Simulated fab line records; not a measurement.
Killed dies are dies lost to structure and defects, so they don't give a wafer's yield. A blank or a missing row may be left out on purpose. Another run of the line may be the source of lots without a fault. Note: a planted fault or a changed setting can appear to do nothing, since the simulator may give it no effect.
Chamber matching    flow nandHarc    cmp-04 running NHARC_A_M0_CMP_23: 4 sister chambers
The step polishes, t overpolish 20 s, target thk 113.75 nm. 4 wafers are shown with their chamber, then 8 later ones without.

WAFERS, EACH WITH ITS CHAMBER
wafer   chamber  motorCurrentA (A)
L080.6  1        12.6
L089.2  2        10.6
L089.6  3        12.5
L091.2  0        14.1

WAFERS MISSING THEIR CHAMBER
wafer   motorCurrentA (A)
L091.3  12.7
L091.4  12.0
L095.1  12.3
L095.2  13.6
L095.5  12.1
L097.2  11.4
L097.3  13.2
L097.4  13.4

EACH ONE'S CHAMBER
wafer   from the rows above           in truth
L091.3  can't be placed: 1 or 3       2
L091.4  can't be placed: 3 or 1 or 2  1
L095.1  can't be placed: 3 or 1       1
L095.2  can't be placed: 0 or 1 or 3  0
L095.5  can't be placed: 3 or 1       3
L097.2  can't be placed: 2 or 3 or 1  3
L097.3  can't be placed: 1 or 3 or 0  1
L097.4  can't be placed: 0 or 1 or 3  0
Correct placement for 0 of the 8. From these rows, 8 cannot be placed; in 7 the true chamber is one of the candidates. Number placed wrongly: 0.
How it was worked out, from the rows above alone: a wafer's distance from a chamber is the root of the sum, over the readings, of the square of ((its reading less the chamber's mean) divided by the reading's scatter). If the next closest chamber is less than 2 further off than the closest, the wafer can't be placed; otherwise it belongs to the closest. Each chamber's mean is taken over the wafers shown for it. The scatter: root of mean squared gap, hidden wafer to nearest shown wafer, with one shown wafer a chamber.
